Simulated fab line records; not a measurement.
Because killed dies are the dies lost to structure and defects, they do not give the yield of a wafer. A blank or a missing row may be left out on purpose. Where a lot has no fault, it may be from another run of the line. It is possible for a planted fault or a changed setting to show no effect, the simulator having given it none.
Comparing a struck lot with a sound one    flow nandHarc    39 out of 1159 route steps
Sound: wafers L212.1, L212.5, L212.6. Wafers L218.2, L218.4, L218.5 were the ones struck. The cause is given at the end.
Each step with rows lists, per side, the tool, then ch with its chambers, then its first start. Under that, the readings that differ: sound wafers    struck wafers    difference of the means    sigmas: that difference in standard deviations of wafers without a fault.
alike: words and numbers the same on both sides, and readings whose means are apart by under 2 such deviations; not compared: readings that were withheld, readings missing a value for some wafer, numbers with overlapping values and no deviation given by the record, and bounds like >300 which may hide the same value.
The two part at a step that has a row with sigmas, a row that says differs or no value, or rows on one side only. Numbers that have no deviation but don't overlap get no sigmas and don't part them. Lack of a reading on every wafer of one side parts them only where that side has two or more wafers.

first, 4 steps without rows for these wafers: NHARC_A_CHANNEL_HOLE_D1_ETCH_44 (etches the open film in CF4/O2, target depth 140 nm, overetch 14 nm, time 77 s); NHARC_A_CHANNEL_HOLE_D1_STRIP_27 (strips in O2); NHARC_A_CHANNEL_HOLE_D1_PRECLEAN_28 (cleans in SC1); NHARC_A_CHANNEL_HOLE_D1_SRD_29.
NHARC_A_CHANNEL_HOLE_D1_CD_MEAS_30:
  struck on cdSem-03, day 10 00:02; sound on cdSem-03, day 9 09:06
  alike: cdNm
after that, 1 step had no rows for these wafers: NHARC_A_CHANNEL_HOLE_D1_XSEM_31.
NHARC_A_CHANNEL_HOLE_D1_INSPECT_40:
  struck on defectInspect-02, day 10 00:13; sound on defectInspect-01, day 9 09:17
  alike: rawDefectCount
then, 3 steps without rows for these wafers: NHARC_A_CHANNEL_FILL_D1_PRECLEAN_00 (cleans in SC1); NHARC_A_CHANNEL_FILL_D1_SRD_01; NHARC_A_CHANNEL_FILL_D1_ALD_02 (deposits SiO2, target thk 6 nm, pulse time 10 s, ald cycles 60).
NHARC_A_CHANNEL_FILL_D1_ALD_03: deposits SiNx, target thk 6 nm, pulse time 60 s, ald cycles 58.
  sound: aldSinBatch-02 ch 0; struck: aldSinBatch-01 ch 0
  alike: precursorPulseHeightRel
then, 1 step without rows for these wafers: NHARC_A_CHANNEL_FILL_D1_ALD_14 (deposits SiO2, target thk 2.5 nm, pulse time 10 s, ald cycles 25).
NHARC_A_CHANNEL_FILL_D1_ALD_15: deposits SiNx, target thk 2 nm, pulse time 60 s, ald cycles 19.
  sound on aldSinBatch-01 ch 0, day 9 20:05; struck on aldSinBatch-02 ch 0, day 10 09:32
  alike: precursorPulseHeightRel
NHARC_A_CHANNEL_FILL_D1_ALD_16: deposits SiO2, target thk 1.5 nm, pulse time 10 s, ald cycles 15.
  sound on aldHk-02 ch 1,2, day 9 22:08; struck on aldHk-03 ch 0,1,2, day 10 11:38
  alike: heaterPowerW, precursorPulseHeightRel
then, 2 steps without rows for these wafers: NHARC_A_CHANNEL_FILL_D1_ANNEAL_17 (time 1800 s); NHARC_A_CHANNEL_FILL_D1_CVD_18 (deposits poly-Si, target thk 3 nm).
NHARC_A_CHANNEL_FILL_D1_ETCHBACK_19: etches the open film in HBr/Cl2, target depth 5 nm, time 1.7 s.
  sound on rieSi-03 ch 1,2, day 10 09:56; struck on rieSi-04 ch 1,2,3, day 10 23:21
  alike: biasW, drypumpMotorCurrentA, oesProductAu, throttleValvePct
  not compared: rfHoursCounterH
then, 6 steps without rows for these wafers: NHARC_A_CHANNEL_FILL_D1_ETCHBACK_20 (etches the open film in C4F8/O2/Ar, target depth 27 nm, time 13.5 s); NHARC_A_CHANNEL_FILL_D1_STRIP_28 (strips in O2, time 20 s); NHARC_A_CHANNEL_FILL_D1_PRECLEAN_21 (cleans in dHF, time 30 s); NHARC_A_CHANNEL_FILL_D1_SRD_23; NHARC_A_CHANNEL_FILL_D1_CVD_05 (deposits poly-Si, target thk 5 nm); NHARC_A_CHANNEL_FILL_D1_ANNEAL_22 (time 7200 s).
NHARC_A_CHANNEL_FILL_D1_ALD_25: deposits SiOx, target thk 60 nm, pulse time 10 s, ald cycles 600.
  sound on aldHk-03 ch 1,2, day 10 22:38; struck on aldHk-03 ch 1,3, day 11 11:57
  alike: heaterPowerW, precursorPulseHeightRel
then, 8 steps without rows for these wafers: NHARC_A_CHANNEL_FILL_D1_ETCHBACK_08 (etches the open film in C4F8, target depth 220 nm, time 110 s); NHARC_A_CHANNEL_FILL_D1_STRIP_29 (strips in O2, time 20 s); NHARC_A_CHANNEL_FILL_D1_PRECLEAN_30 (cleans in dHF, time 30 s); NHARC_A_CHANNEL_FILL_D1_SRD_31; NHARC_A_CHANNEL_FILL_D1_CVD_09 (deposits poly-Si, target thk 150 nm, time 3000 s); NHARC_A_CHANNEL_FILL_D1_CMP_10 (polishes, target thk 150 nm); NHARC_A_CHANNEL_FILL_D1_SRD_12; NHARC_A_CHANNEL_FILL_D1_RTA_24 (time 5 s).
NHARC_A_STAIRCASE_DEP_156: deposits SiNx, target thk 50 nm.
  sound on pecvd-02 ch 0,1,2, day 11 10:05; struck on pecvd-03 ch 0,2, day 11 23:37
  alike: heaterPowerW
then, 5 steps without rows for these wafers: NHARC_A_STAIRCASE_DEHYDRATE_158 (time 120 s); NHARC_A_STAIRCASE_HMDS_159 (time 30 s); NHARC_A_STAIRCASE_COAT_160; NHARC_A_STAIRCASE_SOFTBAKE_161 (time 170 s); NHARC_A_STAIRCASE_EBR_162.
-- jump in the record: it breaks off in module A_STAIRCASE and resumes in module END (first step shown: number 1159 of the route), and 10 days separate the struck wafers' starts before and after --
NHARC_END_SORT_01:
  here the record holds rows for the struck wafers (prober-01 ch 0, day 21 18:53) but none for the sound ones

WHERE THEY PART
Only at NHARC_END_SORT_01, within this record.

WHY: what the simulator had put in
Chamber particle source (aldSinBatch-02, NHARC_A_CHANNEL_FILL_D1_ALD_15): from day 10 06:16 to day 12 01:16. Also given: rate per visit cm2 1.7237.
